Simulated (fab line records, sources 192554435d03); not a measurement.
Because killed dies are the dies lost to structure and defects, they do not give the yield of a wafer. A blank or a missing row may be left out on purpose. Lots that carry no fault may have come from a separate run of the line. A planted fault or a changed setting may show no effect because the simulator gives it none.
A struck lot beside a sound one :: flow n5 finfet :: 36 out of 1938 route steps
Sound: these wafers, L207.1, L207.2, L207.4. The struck wafers were L196.1, L196.2, L196.4. Last of all comes the cause.
Per side, at each step with rows, come the tool, then ch with its chambers, and then its first start. Under that, the readings that differ: sound wafers :: struck wafers :: difference of the means :: sigmas: that difference in standard deviations of wafers without a fault.
alike: a reading whose means differ by less than 2 such deviations, as well as words and numbers matching on both sides. not compared: withheld readings; readings where some wafer has no value; bounds like >300 that might hide an equal value; numbers whose values overlap and for which the record gives no deviation.
Wherever a step has rows on one side only, a row that says differs or no value, or a row with sigmas, the two part there. Non-overlapping numbers with no deviation appear without sigmas and do not part them. A reading missing from all wafers of one side parts the sides only when that side holds two or more wafers.

first, 9 steps without rows for these wafers: N5_BEOL_M3_ANNEAL_95 (time 240 s); N5_BEOL_M3_SPUTTER_96 (material Cu, target thk 4.5 nm, time 8.29 s); N5_BEOL_M3_ECD_50 (material Cu, target thk 300 nm); N5_BEOL_M3_ANNEAL_51 (time 90 s); N5_BEOL_M3_CMP_52 (polishes, stops on SiOC, t overpolish 6.8 s, target thk 40 nm); N5_BEOL_M3_PRE_CLEAN_60 (time 15 s); N5_BEOL_M3_CO_CAP_55 (material Co, precursor CCTBA/H2, target thk 2 nm, time 102.1 s); N5_BEOL_M3_PRE_CLEAN_56 (time 15 s); N5_BEOL_M3_DEP_57 (deposits SiCN from 3MS/NH3, target thk 8 nm, time 14 s).
N5_BEOL_M4_ILD_DEP_00: deposits SiOC from DEMS/O2, target thk 79 nm, time 15.3 s.
  sound on pecvd-04 ch 0,2, day 14 05:30; struck on pecvd-01 ch 0,1, day 10 22:49
reading: susceptor temp C (C)
sound: 350.06 350.33 350.35
struck: 339.07 339.17 339.42
difference: -11.03
sigmas: -58

reading: model.SiOC_of_BEOL_M4_ILD_DEP_00.thk nm (nm)
sound: 78.2 78.6 79.4
struck: 81 81 82.2
difference: +3
sigmas: 
  alike: heater power w, showerhead plenum p Torr, throttle valve pct
then, 24 steps without rows for these wafers: N5_BEOL_M4_PECVD_72 (deposits SiO2 from TEOS/O2, target thk 16 nm, time 18 s); N5_BEOL_M4_HM_DEP_02 (deposits TiN, target thk 20 nm); N5_BEOL_M4_COAT_61 (time 60 s, resist thk 60 nm); N5_BEOL_M4_COAT_62 (time 60 s, resist thk 12 nm); N5_BEOL_M4_COAT_73 (time 60 s, resist thk 5 nm); N5_BEOL_M4_COAT_05 (resist thk 30 nm); N5_BEOL_M4_EBR_07; N5_BEOL_M4_SOFTBAKE_06 (time 60 s); N5_BEOL_M4_EXPOSE_08 (exposes mask M4); N5_BEOL_M4_PEB_09 (peb time 60 s); N5_BEOL_M4_DEVELOP_10 (develop time 30 s); N5_BEOL_M4_DESCUM_16 (chemistry O2, time 7 s); N5_BEOL_M4_ETCH_74 (etches underlayer in N2/H2, target depth 6.5 nm, time 5.2 s); N5_BEOL_M4_ETCH_63 (etches SiARC in CF4, target depth 15.6 nm, time 26 s); N5_BEOL_M4_ETCH_64 (etches SOC in N2/H2, target depth 75 nm, overetch 22.5 nm, time 121.9 s); N5_BEOL_M4_STRIP_65 (strips in N2/H2); N5_BEOL_M4_STRIP_75 (strips in N2/H2); N5_BEOL_M4_STRIP_66 (strips in CF4); N5_BEOL_M4_HM_OPEN_17 (chemistry Cl2/BCl3, target TiN, target depth 20 nm, overetch 6 nm); N5_BEOL_M4_STRIP_19 (strips in O2); N5_BEOL_M4_COAT_67 (time 60 s, resist thk 60 nm); N5_BEOL_M4_COAT_68 (time 60 s, resist thk 12 nm); N5_BEOL_M4_COAT_76 (time 60 s, resist thk 5 nm); N5_BEOL_M4_COAT_22 (resist thk 30 nm).
N5_BEOL_M4_CMP_52: polishes, stops on SiOC, t overpolish 6.8 s, target thk 40 nm.
  sound on cmp-02 ch 0,1,2, day 14 14:34; struck on cmp-03 ch 0,1,2, day 12 10:56
reading: model.SiOC_of_BEOL_M4_ILD_DEP_00.thk nm (nm)
sound: 75.2 75.6 76.4
struck: 78 78 79.2
difference: +3
sigmas: 
  alike: barrier field endpoint s, motor current A, overpolish run s, time to endpoint s
N5_BEOL_M4_RC_MEAS_101:
  sound on prober-01 ch 0, day 14 15:13; struck on prober-02 ch 0, day 12 11:29
reading: ION_P (uA/um)
sound: 470 477 469
struck: 457 455 458
difference: -15
sigmas: -2
  alike: DIBL_N, DIBL_P, IOFF_N, IOFF_P, ION_N, SS_N, SS_P, VT_N, VT_P

WHERE THEY PART
Last at N5_BEOL_M4_RC_MEAS_101 as far as this record goes, first at N5_BEOL_M4_ILD_DEP_00.

WHY: what had been put in by the simulator
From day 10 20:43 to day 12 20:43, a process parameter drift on pecvd-01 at N5_BEOL_M4_ILD_DEP_00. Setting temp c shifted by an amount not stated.
